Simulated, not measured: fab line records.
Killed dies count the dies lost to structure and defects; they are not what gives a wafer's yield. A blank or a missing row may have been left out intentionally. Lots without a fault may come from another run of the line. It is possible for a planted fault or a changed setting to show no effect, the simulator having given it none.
What tool caused it? ; flow n5_finfet ; 24 lots with 72 wafers sampled at 3 steps, on a route of 1938 steps

== WHAT THE GAUGES READ, wafer by wafer ==
N5_BEOL_M4_CD_MEAS_18: pitch 36 nm, target cd 18 nm. Usual: 18.0 nm for cd_nm, sd 0.39.
lot;measured;on;cd_nm (nm);flag
L074;day 8 09:37;cd_sem-01;17.4 18.1 17.9;
L076;day 8 10:25;cd_sem-01;18.2 18.4 18.0;
L075;day 8 12:25;cd_sem-03;17.9 17.9 18.2;
L077;day 8 12:56;cd_sem-03;17.8 18.2 18.4;
L079;day 8 17:59;cd_sem-02;18.2 17.9 18.0;
L078;day 8 18:37;cd_sem-03;17.9 18.1 18.1;
L080;day 8 23:35;cd_sem-01;18.3 18.0 17.5;
L081;day 9 22:06;cd_sem-03;18.4 18.5 18.1;
L082;day 10 04:16;cd_sem-02;18.2 18.2 18.3;
L084;day 10 05:16;cd_sem-01;17.8 17.3 17.4;
L083;day 10 05:32;cd_sem-03;18.6 18.8 17.6;
L086;day 11 09:25;cd_sem-02;18.5 18.3 18.6;
L088;day 11 09:38;cd_sem-01;18.9 18.1 18.6;
L087;day 11 09:53;cd_sem-01;18.3 18.1 18.1;
L085;day 11 11:41;cd_sem-02;18.0 18.1 18.0;
L090;day 11 14:08;cd_sem-03;17.6 17.7 16.9;
L089;day 11 14:54;cd_sem-03;17.3 17.5 17.7;
L091;day 11 17:19;cd_sem-03;18.3 17.8 18.8;
L092;day 11 23:02;cd_sem-01;18.3 18.5 18.3;
L093;day 12 22:34;cd_sem-03;17.7 18.7 18.3;
L095;day 13 00:04;cd_sem-03;18.1 18.2 18.3;
L094;day 13 00:13;cd_sem-02;17.9 17.4 18.4;
L096;day 13 09:01;cd_sem-02;17.7 18.3 18.0;
L097;day 14 09:00;cd_sem-01;17.1 17.4 17.6;

== EACH LOT AND THE TOOL THAT RAN IT (in order: tool; ch and the chambers of the sampled wafers; start) ==
lot;N5_BEOL_M4_DESCUM_16;N5_BEOL_M4_ETCH_63
L074;rie_diel-05 ch 0,1,2, day 8 09:10;rie_diel-05 ch 0,1,2, day 8 09:13
L076;rie_diel-01 ch 2,3, day 8 09:59;rie_diel-01 ch 2,3, day 8 10:02
L075;rie_diel-05 ch 0,2,3, day 8 11:52;rie_diel-05 ch 0,2,3, day 8 11:55
L077;rie_diel-06 ch 0,2,3, day 8 12:23;rie_diel-06 ch 0,2,3, day 8 12:26
L079;rie_diel-06 ch 0,2,3, day 8 17:33;rie_diel-06 ch 0,2,3, day 8 17:36
L078;rie_diel-01 ch 0,1,2, day 8 18:11;rie_diel-01 ch 0,1,2, day 8 18:14
L080;rie_diel-05 ch 0,1,3, day 8 23:10;rie_diel-05 ch 0,1,3, day 8 23:13
L081;rie_diel-05 ch 0,2,3, day 9 21:33;rie_diel-05 ch 0,2,3, day 9 21:36
L082;rie_diel-05 ch 0,3, day 10 03:43;rie_diel-05 ch 0,3, day 10 03:46
L084;rie_diel-01 ch 1,2, day 10 04:47;rie_diel-01 ch 1,2, day 10 04:50
L083;rie_diel-01 ch 0,1, day 10 05:03;rie_diel-01 ch 0,1, day 10 05:06
L086;rie_diel-06 ch 2,3, day 11 08:53;rie_diel-06 ch 2,3, day 11 08:56
L088;rie_diel-06 ch 2,3, day 11 09:07;rie_diel-06 ch 2,3, day 11 09:10
L087;rie_diel-05 ch 0,1,3, day 11 09:27;rie_diel-05 ch 0,1,3, day 11 09:30
L085;rie_diel-05 ch 0,3, day 11 11:01;rie_diel-05 ch 0,3, day 11 11:05
L090;rie_diel-05 ch 0,1,3, day 11 13:43;rie_diel-05 ch 0,1,3, day 11 13:46
L089;rie_diel-05 ch 1,3, day 11 14:28;rie_diel-05 ch 1,3, day 11 14:31
L091;rie_diel-06 ch 0,2,3, day 11 16:53;rie_diel-06 ch 0,2,3, day 11 16:56
L092;rie_diel-05 ch 0,1,3, day 11 22:36;rie_diel-05 ch 0,1,3, day 11 22:39
L093;rie_diel-01 ch 0,1,2, day 12 21:51;rie_diel-01 ch 0,1,2, day 12 21:54
L095;rie_diel-01 ch 0,2,3, day 12 23:32;rie_diel-01 ch 0,2,3, day 12 23:35
L094;rie_diel-01 ch 0,1,3, day 12 23:46;rie_diel-01 ch 0,1,3, day 12 23:49
L096;rie_diel-06 ch 0,3, day 13 08:34;rie_diel-06 ch 0,3, day 13 08:37
L097;rie_diel-01 ch 1,2, day 14 08:34;rie_diel-01 ch 1,2, day 14 08:37
- N5_BEOL_M4_DESCUM_16: chemistry O2, time 7 s.
- N5_BEOL_M4_ETCH_63: etches SiARC in CF4, target depth 15.6 nm, time 26 s.

== AS READ BY THE TOOLS THEMSELVES (means over the sampled wafers that have a number; for cases with no such wafer, the mark the record gives instead) ==
N5_BEOL_M4_DESCUM_16. Usual: drypump_motor_current_A 5.8 A, standard deviation 0.62; oes_product_au 0.77 a.u., standard deviation 0.086; rf_vpp_V 242.8 V, standard deviation 1.4; showerhead_plenum_p_Torr 2.08 Torr, standard deviation 0.078; throttle_valve_pct 20.42 %, standard deviation 0.25.
lot;tool;drypump_motor_current_A (A);oes_product_au (a.u.);rf_vpp_V (V);showerhead_plenum_p_Torr (Torr);throttle_valve_pct (%);flag
L074;rie_diel-05;5.6;0.76;242.9;2.11;20.53;
L076;rie_diel-01;6.2;0.70;243.6;2.12;20.38;
L075;rie_diel-05;5.9;0.72;242.6;2.09;20.53;
L077;rie_diel-06;5.5;0.78;242.1;2.01;20.33;
L079;rie_diel-06;5.5;0.78;241.8;2.01;20.34;
L078;rie_diel-01;6.1;0.82;243.4;2.14;20.34;
L080;rie_diel-05;6.0;0.74;242.3;2.06;20.58;
L081;rie_diel-05;5.9;0.71;243.2;2.08;20.55;
L082;rie_diel-05;6.2;0.70;242.8;2.03;20.58;
L084;rie_diel-01;6.2;0.74;243.7;2.09;20.54;
L083;rie_diel-01;5.9;0.86;244.9;2.17;20.18;
L086;rie_diel-06;5.1;0.78;241.7;2.01;20.16;
L088;rie_diel-06;5.0;0.76;241.9;2.00;20.24;
L087;rie_diel-05;6.0;0.72;242.7;2.06;20.61;
L085;rie_diel-05;6.3;0.68;242.1;2.03;20.61;
L090;rie_diel-05;6.0;0.72;242.5;2.06;20.61;
L089;rie_diel-05;6.5;0.73;242.0;1.99;20.62;
L091;rie_diel-06;5.5;0.75;241.6;2.00;20.38;
L092;rie_diel-05;6.0;0.72;242.4;2.05;20.64;
L093;rie_diel-01;6.1;0.77;243.5;2.12;20.40;
L095;rie_diel-01;6.3;0.85;244.1;2.14;20.18;
L094;rie_diel-01;5.8;0.83;243.2;2.13;20.23;
L096;rie_diel-06;5.3;0.72;242.1;1.99;20.48;
L097;rie_diel-01;5.8;0.70;242.3;2.07;20.67;

N5_BEOL_M4_ETCH_63. Usual: drypump_motor_current_A 5.8 A, standard deviation 0.62; etch_rf_on_time_s 26.0 s, standard deviation 0.67; oes_product_au 0.66 a.u., standard deviation 0.075; rf_vpp_V 183.9 V, standard deviation 1.1; showerhead_plenum_p_Torr 2.12 Torr, standard deviation 0.072; throttle_valve_pct 15.59 %, standard deviation 0.25.
lot;tool;drypump_motor_current_A (A);etch_rf_on_time_s (s);oes_product_au (a.u.);rf_vpp_V (V);showerhead_plenum_p_Torr (Torr);throttle_valve_pct (%);flag
L074;rie_diel-05;5.6;26.1;0.65;184.6;2.14;15.64;
L076;rie_diel-01;6.2;25.6;0.61;185.1;2.17;15.66;
L075;rie_diel-05;5.9;26.6;0.61;183.8;2.13;15.71;
L077;rie_diel-06;5.5;25.7;0.67;184.0;2.07;15.52;
L079;rie_diel-06;5.5;26.1;0.67;183.5;2.06;15.51;
L078;rie_diel-01;6.1;26.0;0.70;184.0;2.18;15.50;
L080;rie_diel-05;6.0;26.4;0.63;183.8;2.11;15.72;
L081;rie_diel-05;5.9;26.9;0.60;183.6;2.12;15.73;
L082;rie_diel-05;6.2;26.3;0.59;183.1;2.08;15.80;
L084;rie_diel-01;6.2;26.6;0.62;184.2;2.13;15.70;
L083;rie_diel-01;5.9;25.5;0.75;184.6;2.22;15.36;
L086;rie_diel-06;5.1;25.9;0.67;183.9;2.06;15.37;
L088;rie_diel-06;5.0;25.6;0.66;183.3;2.06;15.46;
L087;rie_diel-05;6.0;26.3;0.62;184.0;2.10;15.75;
L085;rie_diel-05;6.2;26.3;0.59;183.5;2.08;15.83;
L090;rie_diel-05;6.0;26.0;0.62;183.7;2.10;15.77;
L089;rie_diel-05;6.5;25.7;0.64;184.1;2.04;15.80;
L091;rie_diel-06;5.5;26.0;0.64;182.9;2.06;15.57;
L092;rie_diel-05;6.0;26.0;0.62;182.7;2.10;15.77;
L093;rie_diel-01;6.1;25.9;0.67;185.3;2.17;15.58;
L095;rie_diel-01;6.3;25.6;0.72;184.2;2.19;15.36;
L094;rie_diel-01;5.8;25.6;0.72;184.1;2.18;15.45;
L096;rie_diel-06;5.3;25.5;0.62;182.7;2.04;15.67;
L097;rie_diel-01;5.7;26.2;0.60;184.8;2.11;15.87;

== THE ANSWER, worked out from the rows above alone ==
Rule: lot off if the mean of its wafers having a number is beyond 3 standard deviations from the usual mean. A lot without any number at a reading at which 4 lots or more have one is off too. All remaining lots with rows at the step are treated as sound. The gauges are gone through in route order, then the tools' own readings, and for those a lot's mean is taken as printed above. At the first step where some lot is off, the reading lying furthest off is the one used; lots without a number count as furthest.
Nothing can be told from this: no lot is off at any reading shown.

== WHAT THE SIMULATOR HAD INSERTED ==
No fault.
